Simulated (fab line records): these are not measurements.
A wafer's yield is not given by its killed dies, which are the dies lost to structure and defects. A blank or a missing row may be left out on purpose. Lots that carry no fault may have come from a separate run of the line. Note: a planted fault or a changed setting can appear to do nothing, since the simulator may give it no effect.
fab line records    flow nand-harc
record lots=6  wafers=18  last-day=34
route steps=1302 shown A_STAIRCASE@666
lots that met no fault: taken from a fault-free run of the same line
start-h: hours from the record's first day to the start of the lot's first wafer shown    wait-h: how many hours have passed since the lot's step before this one    " identical to the entry in the row above    L1.1+2: a row that stands for several wafers    - no value, or no start was given    * or withheld: withheld    < > ~ a bound
route shown NAME@n: NAME is a module with steps in the file, n the number in the route of the first one    usual: mean/standard deviation of fault-free wafers    same: alike in all rows    chamber/n: place in a boat    sites: per-site readings    _std_site: how widely they spread, as a standard deviation    _edge_site: inner sites' mean taken away from outer sites' mean    radius-mm: for every site, how far away it sits from the centre of the wafer    mask NAME#n: copy n    behind: the tool/chamber that last shaped the wafer    hold: reason for holding the lot/hours on hold/outcome of the hold    device: which transistor (n, p or np) failed to switch    end of line: the route-end tests of the same wafers    step lacking rows: just its recipe    killed: dies lost to structure and defects at the first sort, not the wafer's yield    map: the dies of a wafer, with x for killed, . for not killed, _ for no die there
set.NAME: the setting the step ran with; set.NAME@STEP: the setting that earlier step ran with    model.NAME: the simulator's own value behind a step, which no gauge read
lots at some steps of the route; a table a step, a row a wafer
services: a tool's chamber out of use, with start hour (start-h, from the record's first day; less than 0 if before it), hours out, and reason
## steps
# step NHARC_A_STAIRCASE_HARDBAKE_10
# recipe temp-c=120  time-s=140
# step NHARC_A_STAIRCASE_DESCUM_11
# recipe time-s=3  o2-flow-sccm=200  ar-flow-sccm=0  bias-power-w=0  chemistry=O2
# step NHARC_A_STAIRCASE_TRIM_12
# recipe time-s=211.2  o2-flow-sccm=500  ar-flow-sccm=0  bias-w=0  chemistry=O2
# usual drypump-motor-current-A=5.6/0.32  oes-product-au=0.997/0.007  rf-vpp-V=57.7/0.9  showerhead-plenum-p-Torr=3.47/0.13  throttle-valve-pct=17.034/0.01
lot.wafer  tool         chamber  start-h  wait-h  drypump-motor-current-A  oes-product-au  rf-hours-counter-h  rf-vpp-V  showerhead-plenum-p-Torr  throttle-valve-pct
L517.3     rie-diel-12  1        379.19   0.1     5.6                      1.006           29                  57.6      3.63                      17.035
L517.5     "            1        "        "       5.7                      1.008           -                   55.3      3.63                      17.039
L517.6     "            0        "        "       5.5                      1.004           -                   57.4      3.50                      17.029
L522.3     rie-diel-12  0        464.39   0.1     5.5                      1.001           1                   59.1      3.49                      17.026
L522.2     "            1        "        "       5.6                      1.004           1                   59.2      3.62                      17.037
L522.6     "            1        "        "       5.7                      1.005           -                   58.7      3.62                      17.037
L531.2     rie-diel-12  3        516.24   0.1     5.5                      0.993           19                  56.8      3.43                      17.057
L531.3     "            2        "        "       5.2                      0.984           20                  57.3      3.44                      17.052
L531.5     "            3        "        "       5.5                      0.983           -                   57.8      3.43                      17.024
L530.4     rie-diel-08  0        516.60   0.1     5.6                      0.995           47                  57.8      3.40                      17.030
L530.2     "            2        "        "       6.1                      1.003           44                  55.9      3.27                      17.053
L530.5     "            3        "        "       5.4                      0.994           -                   56.9      3.31                      17.028
L534.1     rie-diel-03  3        547.69   0.1     5.5                      0.986           21                  58.6      3.42                      17.026
L534.2     "            0        "        "       5.0                      0.999           20                  58.1      3.60                      17.024
L534.4     "            1        "        "       5.3                      0.995           18                  57.6      3.77                      17.035
L537.3     rie-diel-12  0        587.34   0.1     5.5                      1.000           47                  59.0      3.46                      17.049
L537.1     "            1        "        "       5.7                      0.995           46                  58.0      3.59                      17.031
L537.2     "            2        "        "       5.2                      0.995           45                  57.6      3.42                      17.038
# step NHARC_A_STAIRCASE_ETCH_13
# recipe target-depth-a=1000  time-s=40.5  ion-energy-ev=400  c4f8-flow-sccm=20  o2-flow-sccm=10  ar-flow-sccm=withheld  rf-w=600  bias-w=1000  chemistry=C4F8/O2
# step NHARC_A_STAIRCASE_TRIM_14
# recipe time-s=211.2  o2-flow-sccm=500  ar-flow-sccm=0  bias-w=0  chemistry=O2
# step NHARC_A_STAIRCASE_ETCH_15
# recipe target-depth-a=1000  time-s=40.5  ion-energy-ev=400  c4f8-flow-sccm=20  o2-flow-sccm=10  ar-flow-sccm=withheld  rf-w=600  bias-w=1000  chemistry=C4F8/O2
# step NHARC_A_STAIRCASE_TRIM_16
# recipe time-s=211.2  o2-flow-sccm=500  ar-flow-sccm=0  bias-w=0  chemistry=O2
# step NHARC_A_STAIRCASE_ETCH_17
# recipe target-depth-a=1000  time-s=40.5  ion-energy-ev=400  c4f8-flow-sccm=20  o2-flow-sccm=10  ar-flow-sccm=withheld  rf-w=600  bias-w=1000  chemistry=C4F8/O2
# step NHARC_A_STAIRCASE_TRIM_18
# recipe time-s=211.2  o2-flow-sccm=500  ar-flow-sccm=0  bias-w=0  chemistry=O2
# usual drypump-motor-current-A=5.53/0.3  oes-product-au=0.999/0.0063  rf-vpp-V=57.7/0.91  showerhead-plenum-p-Torr=3.48/0.13  throttle-valve-pct=17.037/0.0097
lot.wafer  tool         chamber  start-h  wait-h  drypump-motor-current-A  oes-product-au  rf-hours-counter-h  rf-vpp-V  showerhead-plenum-p-Torr  throttle-valve-pct
L517.3     rie-diel-12  0        -        -       5.51                     1.009           -                   58.0      3.50                      17.045
L517.5     "            1        "        "       5.70                     0.996           -                   56.9      3.63                      17.041
L517.6     "            0        "        "       5.46                     1.001           -                   59.2      3.50                      17.030
L522.3     rie-diel-12  2        -        -       5.17                     1.003           1                   58.3      3.45                      17.046
L522.2     "            1        "        "       5.69                     1.004           2                   58.4      3.62                      17.031
L522.6     "            3        "        "       5.51                     0.990           -                   58.2      3.44                      17.036
L531.3     rie-diel-12  1        -        -       5.65                     0.998           21                  59.3      3.61                      17.036
L531.2     "            2        "        "       5.18                     1.003           21                  57.3      3.44                      17.042
L531.5     "            0        "        "       5.51                     1.004           -                   57.2      3.48                      17.052
L530.2     rie-diel-08  3        -        -       5.40                     0.997           44                  56.9      3.31                      17.043
L530.4     "            2        "        "       6.08                     0.994           45                  56.4      3.27                      17.035
L530.5     "            0        "        "       5.64                     0.997           -                   57.8      3.40                      17.026
L534.1     rie-diel-03  1        -        -       5.33                     1.009           18                  59.9      3.77                      17.030
L534.2     "            2        "        "       5.52                     1.008           19                  57.8      3.45                      17.033
L534.4     "            3        "        "       5.55                     1.004           22                  59.0      3.42                      17.040
L537.3     rie-diel-12  2        -        -       5.22                     1.000           45                  56.7      3.42                      17.036
L537.1     "            0        "        "       5.51                     1.001           47                  58.2      3.46                      17.022
L537.2     "            1        "        "       5.69                     1.004           47                  58.2      3.59                      17.048
# step NHARC_A_STAIRCASE_ETCH_19
# recipe target-depth-a=1000  time-s=40.5  ion-energy-ev=400  c4f8-flow-sccm=20  o2-flow-sccm=10  ar-flow-sccm=withheld  rf-w=600  bias-w=1000  chemistry=C4F8/O2
# usual oes-product-au=0.939/0.0091  rf-vpp-V=894/4.7
lot.wafer  tool         chamber  start-h  wait-h  oes-product-au  rf-hours-counter-h  rf-vpp-V
L517.3     rie-diel-12  1        -        -       0.926           -                   899
L517.6     "            1        "        "       0.931           -                   900
L517.5     "            0        "        "       0.933           -                   894
L522.2     rie-diel-12  0        -        -       0.932           2                   894
L522.3     "            2        "        "       0.928           2                   893
L522.6     "            1        "        "       0.943           -                   899
L531.3     rie-diel-12  0        -        -       0.931           20                  895
L531.2     "            1        "        "       0.934           21                  898
L531.5     "            3        "        "       0.933           -                   892
L530.2     rie-diel-08  2        -        -       0.945           45                  886
L530.4     "            3        "        "       0.930           44                  889
L530.5     "            0        "        "       0.938           -                   892
L534.4     rie-diel-03  3        -        -       0.929           22                  890
L534.2     "            1        "        "       0.944           18                  903
L534.1     "            2        "        "       0.948           19                  893
L537.3     rie-diel-12  1        -        -       0.944           47                  897
L537.2     "            2        "        "       0.937           45                  891
L537.1     "            0        "        "       0.937           47                  892
# step NHARC_A_STAIRCASE_TRIM_20
# recipe time-s=211.2  o2-flow-sccm=500  ar-flow-sccm=0  bias-w=0  chemistry=O2
# usual drypump-motor-current-A=5.6/0.33  oes-product-au=0.998/0.0076  rf-vpp-V=57.7/0.91  showerhead-plenum-p-Torr=3.49/0.14  throttle-valve-pct=17.036/0.0087
lot.wafer  tool         chamber  start-h  wait-h  drypump-motor-current-A  oes-product-au  rf-hours-counter-h  rf-vpp-V  showerhead-plenum-p-Torr  throttle-valve-pct
L517.3     rie-diel-03  3        380.82   0.1     5.5                      0.991           28                  56.8      3.44                      17.036
L517.6     "            3        "        "       5.5                      0.992           -                   56.5      3.44                      17.039
L517.5     "            0        "        "       4.9                      1.001           -                   57.8      3.63                      17.043
L522.3     rie-diel-12  1        465.41   0.1     5.7                      0.992           2                   58.9      3.62                      17.021
L522.2     "            2        "        "       5.2                      0.996           2                   59.1      3.45                      17.036
L522.6     "            2        "        "       5.2                      0.998           -                   56.9      3.45                      17.042
L531.2     rie-diel-12  0        517.26   0.1     5.5                      0.991           20                  56.9      3.48                      17.018
L531.3     "            3        "        "       5.5                      1.001           19                  55.1      3.43                      17.049
L531.5     "            0        "        "       5.5                      0.996           -                   59.2      3.48                      17.044
L530.2     rie-diel-08  0        517.65   0.1     5.6                      1.000           47                  56.4      3.40                      17.039
L530.4     "            1        "        "       6.2                      1.003           53                  56.8      3.28                      17.038
L530.5     "            1        "        "       6.3                      1.006           -                   56.9      3.28                      17.033
L534.4     rie-diel-12  3        549.06   0.1     5.5                      0.979           33                  58.2      3.43                      17.037
L534.2     "            1        "        "       5.7                      1.002           31                  57.8      3.60                      17.026
L534.1     "            2        "        "       5.2                      0.991           31                  57.6      3.43                      17.034
L537.2     rie-diel-03  3        588.51   0.1     5.6                      0.991           38                  58.3      3.41                      17.036
L537.1     "            0        "        "       5.0                      0.994           38                  57.7      3.59                      17.025
L537.3     "            2        "        "       5.5                      1.003           33                  57.4      3.44                      17.050
# step NHARC_A_STAIRCASE_ETCH_21
# recipe target-depth-a=1000  time-s=40.5  ion-energy-ev=400  c4f8-flow-sccm=20  o2-flow-sccm=10  ar-flow-sccm=withheld  rf-w=600  bias-w=1000  chemistry=C4F8/O2
# usual oes-product-au=0.948/0.015  rf-vpp-V=894/5.1
lot.wafer  tool         chamber  start-h  wait-h  oes-product-au  rf-hours-counter-h  rf-vpp-V
L517.3     rie-diel-03  0        381.55   -       0.953           26                  899
L517.5     "            2        "        "       0.931           -                   894
L517.6     "            3        "        "       0.932           -                   893
L522.3     rie-diel-12  2        465.61   -       0.929           2                   893
L522.2     "            1        "        "       0.944           2                   899
L522.6     "            2        "        "       0.938           -                   894
L531.3     rie-diel-12  2        517.47   -       0.763           21                  893
L531.2     "            3        "        "       0.762           19                  893
L531.5     "            1        "        "       0.752           -                   901
L530.2     rie-diel-08  1        517.84   -       0.956           53                  888
L530.4     "            2        "        "       0.944           45                  886
L530.5     "            1        "        "       0.948           -                   886
L534.2     rie-diel-12  1        549.26   -       0.787           31                  898
L534.1     "            3        "        "       0.953           33                  892
L534.4     "            0        "        "       0.961           34                  894
L537.3     rie-diel-03  3        588.71   -       0.950           38                  890
L537.1     "            0        "        "       0.959           38                  899
L537.2     "            2        "        "       0.982           33                  892
# step NHARC_A_STAIRCASE_TRIM_22
# recipe time-s=211.2  o2-flow-sccm=500  ar-flow-sccm=0  bias-w=0  chemistry=O2
# usual drypump-motor-current-A=5.6/0.32  oes-product-au=0.998/0.0071  rf-vpp-V=57.7/0.94  showerhead-plenum-p-Torr=3.50/0.15  throttle-valve-pct=17.036/0.0092
lot.wafer  tool         chamber  start-h  wait-h  drypump-motor-current-A  oes-product-au  rf-hours-counter-h  rf-vpp-V  showerhead-plenum-p-Torr  throttle-valve-pct
L517.3     rie-diel-03  0        -        -       5.0                      1.005           26                  58.2      3.63                      17.045
L517.6     "            1        "        "       5.3                      1.001           -                   57.2      3.79                      17.040
L517.5     "            2        "        "       5.6                      0.998           -                   57.9      3.47                      17.040
L522.3     rie-diel-12  2        -        -       5.2                      0.999           2                   56.8      3.45                      17.041
L522.2     "            1        "        "       5.6                      0.997           2                   57.7      3.62                      17.042
L522.6     "            2        "        "       5.2                      0.997           -                   59.1      3.45                      17.045
L531.3     rie-diel-12  2        -        -       5.2                      0.992           21                  58.3      3.44                      17.049
L531.2     "            3        "        "       5.5                      0.991           19                  58.6      3.43                      17.027
L531.5     "            0        "        "       5.5                      0.997           -                   58.0      3.48                      17.022
L530.2     rie-diel-08  1        -        -       6.2                      1.002           53                  56.5      3.28                      17.031
L530.4     "            2        "        "       6.1                      0.984           45                  56.3      3.27                      17.043
L530.5     "            3        "        "       5.4                      0.994           -                   57.7      3.31                      17.037
L534.4     rie-diel-12  3        -        -       5.5                      1.001           33                  57.1      3.43                      17.019
L534.1     "            1        "        "       5.6                      1.016           31                  58.0      3.60                      17.044
L534.2     "            2        "        "       5.2                      0.997           31                  57.8      3.43                      17.052
L537.3     rie-diel-03  1        -        -       5.3                      1.015           33                  59.5      3.76                      17.030
L537.1     "            3        "        "       5.5                      0.999           38                  56.8      3.41                      17.031
L537.2     "            0        "        "       5.0                      1.000           38                  57.2      3.59                      17.054
## services
tool         chamber  start-h  hours  kind
rie-diel-12  1        363.83   7.2    repair
rie-diel-12  2        368.15   21.2   repair
rie-diel-08  -        372.77   9.0    pm
rie-diel-12  0        378.23   -      clean
rie-diel-12  1        378.23   -      clean
rie-diel-12  3        378.23   -      clean
rie-diel-12  3        379.35   36.3   repair
rie-diel-03  3        392.85   3.4    repair
rie-diel-12  0        404.09   -      clean
rie-diel-12  1        404.09   -      clean
rie-diel-12  2        404.09   -      clean
rie-diel-12  0        428.59   -      clean
rie-diel-12  1        428.59   -      clean
rie-diel-12  2        428.59   -      clean
rie-diel-12  3        428.59   -      clean
rie-diel-03  1        431.56   12.7   repair
rie-diel-12  -        447.14   9.0    pm
rie-diel-03  -        458.81   9.0    pm
rie-diel-08  -        465.88   0.2    repair
rie-diel-03  -        497.64   0.5    repair
rie-diel-08  2        499.32   11.7   repair
rie-diel-03  -        541.18   0.5    repair
rie-diel-08  -        549.77   9.0    pm
rie-diel-12  3        581.95   8.1    repair
## key
first-sign step=NHARC_A_STAIRCASE_ETCH_21  reading=oes-product-au  direction=down  sigmas=12  usual=0.948  struck=0.766
effect none on later readings
met-at NHARC_A_STAIRCASE_ETCH_21
struck-wafers L531.2,L531.3,L531.5,L534.2
later-rows-left-out L531.2,L531.3,L531.5,L534.2
sort-left-out L531.2,L531.3,L531.5,L534.2
tester-left-out L531,L534
onset-between 465.61 517.47
fault kind=process-parameter-drift  tool=rie-diel-12  chamber=-  onset-h=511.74  steps=NHARC_A_STAIRCASE_ETCH_21  channel=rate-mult  offset=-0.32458  shape=step  end-h=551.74  scope=struck-wafers-only
# tester-left-out: of these lots the tester's yield and bins aren't shown, on N5 and GAA mostly nor the transistor test; their killed dies are dies lost to structure and defects alone, not to doping, threshold or leakage, so they don't give the yield
# sort-left-out: the simulated sort isn't trusted on such a fault, so these wafers' sort isn't shown, and their yield isn't known
# later-rows-left-out: the simulator's readings of these wafers behind a module that went badly wrong aren't trusted and aren't shown, but for the sort
